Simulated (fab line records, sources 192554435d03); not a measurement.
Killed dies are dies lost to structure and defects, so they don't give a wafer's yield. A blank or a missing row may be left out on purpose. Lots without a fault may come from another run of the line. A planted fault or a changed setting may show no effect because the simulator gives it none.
Which tool did it? | flow n5_finfet | 24 lots, 72 wafers sampled, at 6 steps of a route of 1938

WHAT THE GAUGES READ, wafer by wafer
N5_BEOL_M5_OVL_MEAS_12. Usual: M5_OVL -0.1 nm, standard deviation 0.78.
lot  | measured     | on         | M5_OVL (nm)    | flag
L074 | day 8 01:26  | overlay-01 | 1.1 1.2 0.6    |
L075 | day 8 09:58  | overlay-01 | 0.1 -0.5 -1.1  |
L076 | day 8 15:08  | overlay-01 | -1.0 -2.0 -1.5 |
L077 | day 8 15:10  | overlay-01 | -0.8 0.8 -0.1  |
L078 | day 9 02:59  | overlay-02 | -0.1 0.1 -0.3  |
L079 | day 9 05:29  | overlay-01 | 0.3 0.2 0.0    |
L080 | day 9 15:26  | overlay-02 | 0.7 0.6 0.1    |
L081 | day 9 21:17  | overlay-01 | -1.5 0.6 -0.1  |
L082 | day 9 21:28  | overlay-01 | 0.0 -0.4 -0.9  |
L083 | day 10 00:31 | overlay-02 | -0.5 -0.4 -0.8 |
L085 | day 10 06:35 | overlay-01 | -1.5 -0.4 -0.5 |
L084 | day 10 09:19 | overlay-02 | -0.1 -0.3 0.6  |
L086 | day 11 05:31 | overlay-01 | 0.0 -0.2 -0.2  |
L089 | day 11 11:50 | overlay-02 | 0.3 1.1 0.7    |
L087 | day 11 15:00 | overlay-02 | 0.4 0.9 0.6    |
L088 | day 12 05:09 | overlay-01 | 0.6 0.9 0.7    |
L091 | day 12 08:40 | overlay-01 | -0.1 -0.6 -0.6 |
L090 | day 13 00:34 | overlay-01 | -0.5 -1.1 0.6  |
L092 | day 13 09:08 | overlay-01 | 0.9 0.0 0.3    |
L093 | day 14 03:28 | overlay-01 | -1.3 -1.0 -0.8 |
L094 | day 14 07:16 | overlay-02 | 1.1 0.3 0.1    |
L096 | day 14 07:20 | overlay-02 | 1.1 1.4 0.7    |
L097 | day 15 00:28 | overlay-02 | 0.6 -0.6 -0.2  |
L095 | day 15 09:54 | overlay-01 | -1.1 -1.1 -1.2 |

WHICH TOOL RAN EACH LOT (tool, then ch and the chambers of the sampled wafers, then the start)
lot  | N5_BEOL_M4_STRIP_36                | N5_BEOL_M4_ANNEAL_82         | N5_BEOL_M4_ANNEAL_89         | N5_BEOL_M4_ANNEAL_91         | N5_BEOL_M4_SPUTTER_96
L074 | rie_diel-01 ch 1,2,3, day 7 14:10  | pvd_sputter-03, day 7 16:00  | pvd_sputter-03, day 7 16:26  | pvd_sputter-03, day 7 16:40  | pvd_sputter-03, day 7 17:14
L075 | rie_diel-01 ch 1,2,3, day 8 00:38  | pvd_sputter-01, day 8 02:10  | pvd_sputter-01, day 8 02:36  | pvd_sputter-01, day 8 02:49  | pvd_sputter-01, day 8 03:24
L076 | rie_diel-05 ch 0,1,2, day 8 03:20  | pvd_sputter-01, day 8 04:47  | pvd_sputter-01, day 8 05:13  | pvd_sputter-01, day 8 05:26  | pvd_sputter-01, day 8 06:01
L077 | rie_diel-01 ch 0,3, day 8 04:33    | pvd_sputter-01, day 8 06:37  | pvd_sputter-01, day 8 07:04  | pvd_sputter-01, day 8 07:17  | pvd_sputter-01, day 8 07:52
L078 | rie_diel-01 ch 0,1, day 8 17:41    | pvd_sputter-02, day 8 21:32  | pvd_sputter-02, day 8 21:58  | pvd_sputter-02, day 8 22:11  | pvd_sputter-02, day 8 22:46
L079 | rie_diel-03 ch 1,2, day 8 22:08    | pvd_sputter-01, day 9 00:21  | pvd_sputter-01, day 9 00:47  | pvd_sputter-01, day 9 01:01  | pvd_sputter-01, day 9 01:35
L080 | rie_diel-01 ch 0,1,2, day 9 08:48  | pvd_sputter-02, day 9 10:52  | pvd_sputter-02, day 9 11:18  | pvd_sputter-02, day 9 11:31  | pvd_sputter-02, day 9 12:06
L081 | rie_diel-03 ch 2,3, day 9 12:31    | pvd_sputter-02, day 9 14:40  | pvd_sputter-02, day 9 15:06  | pvd_sputter-02, day 9 15:19  | pvd_sputter-02, day 9 15:54
L082 | rie_diel-01 ch 0,1,2, day 9 13:30  | pvd_sputter-03, day 9 15:55  | pvd_sputter-03, day 9 16:21  | pvd_sputter-03, day 9 16:34  | pvd_sputter-03, day 9 17:09
L083 | rie_diel-01 ch 0,2, day 9 17:08    | pvd_sputter-03, day 9 18:52  | pvd_sputter-03, day 9 19:19  | pvd_sputter-03, day 9 19:32  | pvd_sputter-03, day 9 20:07
L085 | rie_diel-01 ch 0,2,3, day 9 23:50  | pvd_sputter-01, day 10 01:35 | pvd_sputter-01, day 10 02:02 | pvd_sputter-01, day 10 02:15 | pvd_sputter-01, day 10 02:50
L084 | rie_diel-03 ch 0,1,3, day 9 23:53  | pvd_sputter-01, day 10 03:26 | pvd_sputter-01, day 10 03:52 | pvd_sputter-01, day 10 04:05 | pvd_sputter-01, day 10 04:40
L086 | rie_diel-03 ch 0,2, day 10 23:23   | pvd_sputter-03, day 11 01:06 | pvd_sputter-03, day 11 01:32 | pvd_sputter-03, day 11 01:46 | pvd_sputter-03, day 11 02:20
L089 | rie_diel-03 ch 1,2,3, day 11 05:43 | pvd_sputter-01, day 11 07:19 | pvd_sputter-01, day 11 07:45 | pvd_sputter-01, day 11 07:58 | pvd_sputter-01, day 11 08:33
L087 | rie_diel-01 ch 0,3, day 11 05:50   | pvd_sputter-02, day 11 08:56 | pvd_sputter-02, day 11 09:23 | pvd_sputter-02, day 11 09:36 | pvd_sputter-02, day 11 10:11
L088 | rie_diel-05 ch 0,2,3, day 11 20:23 | pvd_sputter-03, day 11 23:34 | pvd_sputter-03, day 12 00:00 | pvd_sputter-03, day 12 00:13 | pvd_sputter-03, day 12 00:48
L091 | rie_diel-05 ch 0,2,3, day 12 01:09 | pvd_sputter-03, day 12 03:11 | pvd_sputter-03, day 12 03:37 | pvd_sputter-03, day 12 03:50 | pvd_sputter-03, day 12 04:25
L090 | rie_diel-05 ch 2,3, day 12 17:37   | pvd_sputter-01, day 12 19:09 | pvd_sputter-01, day 12 19:35 | pvd_sputter-01, day 12 19:49 | pvd_sputter-01, day 12 20:23
L092 | rie_diel-05 ch 0,2,3, day 13 02:43 | pvd_sputter-03, day 13 04:33 | pvd_sputter-03, day 13 04:59 | pvd_sputter-03, day 13 05:13 | pvd_sputter-03, day 13 05:47
L093 | rie_diel-01 ch 0,1,3, day 13 19:34 | pvd_sputter-01, day 13 22:32 | pvd_sputter-01, day 13 22:59 | pvd_sputter-01, day 13 23:12 | pvd_sputter-01, day 13 23:47
L094 | rie_diel-03 ch 3, day 13 23:58     | pvd_sputter-02, day 14 02:02 | pvd_sputter-02, day 14 02:29 | pvd_sputter-02, day 14 02:42 | pvd_sputter-02, day 14 03:17
L096 | rie_diel-01 ch 0,2,3, day 14 00:03 | pvd_sputter-03, day 14 02:05 | pvd_sputter-03, day 14 02:31 | pvd_sputter-03, day 14 02:44 | pvd_sputter-03, day 14 03:19
L097 | rie_diel-05 ch 0,2, day 14 17:35   | pvd_sputter-01, day 14 19:31 | pvd_sputter-01, day 14 19:58 | pvd_sputter-01, day 14 20:11 | pvd_sputter-01, day 14 20:46
L095 | rie_diel-01 ch 2,3, day 15 00:33   | pvd_sputter-03, day 15 03:21 | pvd_sputter-03, day 15 03:47 | pvd_sputter-03, day 15 04:01 | pvd_sputter-03, day 15 04:35
- N5_BEOL_M4_STRIP_36: strips in N2/H2.
- N5_BEOL_M4_ANNEAL_82: time 240 s.
- N5_BEOL_M4_ANNEAL_89: time 240 s.
- N5_BEOL_M4_ANNEAL_91: time 240 s.
- N5_BEOL_M4_SPUTTER_96: material Cu, target thk 4.5 nm, time 8.29 s.

WHAT THE TOOLS THEMSELVES READ (means of the sampled wafers that have a number; where no wafer has one, the mark that the record gives instead)
N5_BEOL_M4_STRIP_36. Usual: drypump_motor_current_A 5.7 A, standard deviation 0.4; oes_product_au 0.81 a.u., standard deviation 0.099; rf_vpp_V 59.4 V, standard deviation 1.3; showerhead_plenum_p_Torr 2.58 Torr, standard deviation 0.1; throttle_valve_pct 23.61 %, standard deviation 0.25.
lot  | tool        | drypump_motor_current_A (A) | oes_product_au (a.u.) | rf_vpp_V (V) | showerhead_plenum_p_Torr (Torr) | throttle_valve_pct (%) | flag
L074 | rie_diel-01 | 5.8                         | 0.93                  | 60.8         | 2.63                            | 23.62                  |
L075 | rie_diel-01 | 5.8                         | 0.90                  | 59.9         | 2.63                            | 23.63                  |
L076 | rie_diel-05 | 5.9                         | 0.70                  | 59.6         | 2.50                            | 23.63                  |
L077 | rie_diel-01 | 5.5                         | 0.89                  | 59.4         | 2.69                            | 23.84                  |
L078 | rie_diel-01 | 5.5                         | 0.83                  | 59.2         | 2.64                            | 23.48                  |
L079 | rie_diel-03 | 5.5                         | 0.68                  | 59.7         | 2.49                            | 23.69                  |
L080 | rie_diel-01 | 5.6                         | 0.85                  | 59.7         | 2.61                            | 23.50                  |
L081 | rie_diel-03 | 5.2                         | 0.69                  | 59.7         | 2.45                            | 23.71                  |
L082 | rie_diel-01 | 5.6                         | 0.85                  | 59.1         | 2.61                            | 23.50                  |
L083 | rie_diel-01 | 5.3                         | 0.81                  | 59.3         | 2.63                            | 23.54                  |
L085 | rie_diel-01 | 5.5                         | 0.85                  | 60.4         | 2.65                            | 23.70                  |
L084 | rie_diel-03 | 5.8                         | 0.80                  | 60.6         | 2.51                            | 23.53                  |
L086 | rie_diel-03 | 5.9                         | 0.78                  | 57.8         | 2.57                            | 23.67                  |
L089 | rie_diel-03 | 5.5                         | 0.87                  | 58.3         | 2.46                            | 23.41                  |
L087 | rie_diel-01 | 5.3                         | 0.82                  | 58.9         | 2.67                            | 23.70                  |
L088 | rie_diel-05 | 6.1                         | 0.78                  | 59.7         | 2.57                            | 23.51                  |
L091 | rie_diel-05 | 6.1                         | 0.78                  | 59.1         | 2.57                            | 23.50                  |
L090 | rie_diel-05 | 6.1                         | 0.71                  | 59.4         | 2.47                            | 23.58                  |
L092 | rie_diel-05 | 6.1                         | 0.77                  | 58.5         | 2.57                            | 23.51                  |
L093 | rie_diel-01 | 5.7                         | 0.81                  | 60.8         | 2.64                            | 23.69                  |
L094 | rie_diel-03 | 5.1                         | 0.68                  | 59.0         | 2.39                            | 23.75                  |
L096 | rie_diel-01 | 5.4                         | 0.81                  | 58.8         | 2.63                            | 23.73                  |
L097 | rie_diel-05 | 6.1                         | 0.75                  | 58.3         | 2.64                            | 23.66                  |
L095 | rie_diel-01 | 5.6                         | 0.82                  | 58.9         | 2.61                            | 23.76                  |

N5_BEOL_M4_ANNEAL_82. Usual: heater_power_w 834 W, standard deviation 73.
lot  | tool           | heater_power_w (W) | flag
L074 | pvd_sputter-03 | 927                |
L075 | pvd_sputter-01 | 804                |
L076 | pvd_sputter-01 | 798                |
L077 | pvd_sputter-01 | 783                |
L078 | pvd_sputter-02 | 814                |
L079 | pvd_sputter-01 | 801                |
L080 | pvd_sputter-02 | 778                |
L081 | pvd_sputter-02 | 805                |
L082 | pvd_sputter-03 | 903                |
L083 | pvd_sputter-03 | 911                |
L085 | pvd_sputter-01 | 803                |
L084 | pvd_sputter-01 | 792                |
L086 | pvd_sputter-03 | 954                |
L089 | pvd_sputter-01 | 786                |
L087 | pvd_sputter-02 | 839                |
L088 | pvd_sputter-03 | 856                |
L091 | pvd_sputter-03 | 931                |
L090 | pvd_sputter-01 | 778                |
L092 | pvd_sputter-03 | 925                |
L093 | pvd_sputter-01 | 779                |
L094 | pvd_sputter-02 | 855                |
L096 | pvd_sputter-03 | 954                |
L097 | pvd_sputter-01 | 794                |
L095 | pvd_sputter-03 | 896                |

N5_BEOL_M4_ANNEAL_89. Usual: heater_power_w 835 W, standard deviation 72.
lot  | tool           | heater_power_w (W) | flag
L074 | pvd_sputter-03 | 934                |
L075 | pvd_sputter-01 | 804                |
L076 | pvd_sputter-01 | 802                |
L077 | pvd_sputter-01 | 778                |
L078 | pvd_sputter-02 | 810                |
L079 | pvd_sputter-01 | 808                |
L080 | pvd_sputter-02 | 786                |
L081 | pvd_sputter-02 | 814                |
L082 | pvd_sputter-03 | 903                |
L083 | pvd_sputter-03 | 909                |
L085 | pvd_sputter-01 | 800                |
L084 | pvd_sputter-01 | 784                |
L086 | pvd_sputter-03 | 964                |
L089 | pvd_sputter-01 | 809                |
L087 | pvd_sputter-02 | 830                |
L088 | pvd_sputter-03 | 845                |
L091 | pvd_sputter-03 | 934                |
L090 | pvd_sputter-01 | 779                |
L092 | pvd_sputter-03 | 923                |
L093 | pvd_sputter-01 | 801                |
L094 | pvd_sputter-02 | 850                |
L096 | pvd_sputter-03 | 960                |
L097 | pvd_sputter-01 | 805                |
L095 | pvd_sputter-03 | 879                |

N5_BEOL_M4_ANNEAL_91. Usual: heater_power_w 832 W, standard deviation 71.
lot  | tool           | heater_power_w (W) | flag
L074 | pvd_sputter-03 | 928                |
L075 | pvd_sputter-01 | 797                |
L076 | pvd_sputter-01 | 806                |
L077 | pvd_sputter-01 | 775                |
L078 | pvd_sputter-02 | 825                |
L079 | pvd_sputter-01 | 799                |
L080 | pvd_sputter-02 | 787                |
L081 | pvd_sputter-02 | 819                |
L082 | pvd_sputter-03 | 888                |
L083 | pvd_sputter-03 | 906                |
L085 | pvd_sputter-01 | 803                |
L084 | pvd_sputter-01 | 788                |
L086 | pvd_sputter-03 | 946                |
L089 | pvd_sputter-01 | 795                |
L087 | pvd_sputter-02 | 819                |
L088 | pvd_sputter-03 | 862                |
L091 | pvd_sputter-03 | 922                |
L090 | pvd_sputter-01 | 802                |
L092 | pvd_sputter-03 | 950                |
L093 | pvd_sputter-01 | 788                |
L094 | pvd_sputter-02 | 869                |
L096 | pvd_sputter-03 | 947                |
L097 | pvd_sputter-01 | 804                |
L095 | pvd_sputter-03 | 893                |

N5_BEOL_M4_SPUTTER_96. Usual: throttle_valve_pct 30.4 %, standard deviation 1.4.
lot  | tool           | throttle_valve_pct (%) | flag
L074 | pvd_sputter-03 | 29.1                   |
L075 | pvd_sputter-01 | 31.5                   |
L076 | pvd_sputter-01 | 31.7                   |
L077 | pvd_sputter-01 | 31.1                   |
L078 | pvd_sputter-02 | 30.1                   |
L079 | pvd_sputter-01 | 31.7                   |
L080 | pvd_sputter-02 | 31.4                   |
L081 | pvd_sputter-02 | 30.0                   |
L082 | pvd_sputter-03 | 28.5                   |
L083 | pvd_sputter-03 | 29.4                   |
L085 | pvd_sputter-01 | 31.6                   |
L084 | pvd_sputter-01 | 32.1                   |
L086 | pvd_sputter-03 | 28.8                   |
L089 | pvd_sputter-01 | 31.3                   |
L087 | pvd_sputter-02 | 30.6                   |
L088 | pvd_sputter-03 | 29.5                   |
L091 | pvd_sputter-03 | 28.9                   |
L090 | pvd_sputter-01 | 31.4                   |
L092 | pvd_sputter-03 | 29.0                   |
L093 | pvd_sputter-01 | 31.5                   |
L094 | pvd_sputter-02 | 30.5                   |
L096 | pvd_sputter-03 | 28.4                   |
L097 | pvd_sputter-01 | 31.1                   |
L095 | pvd_sputter-03 | 29.1                   |

THE ANSWER, worked out from the rows above alone
Rule: a lot is off if the mean of its wafers that have a number lies more than 3 standard deviations from the usual mean. A lot without any number at a reading at which 4 lots or more have one is off too. The other lots that the step has rows for count as sound. The gauges are gone through in route order, then the tools' own readings, and for those a lot's mean is taken as printed above. The first step at which some lot is off is used, and at that step the reading that is off furthest; a lot without a number counts as furthest.
No lot is off at any reading shown: from this, nothing can be told.

WHAT THE SIMULATOR HAD PUT IN
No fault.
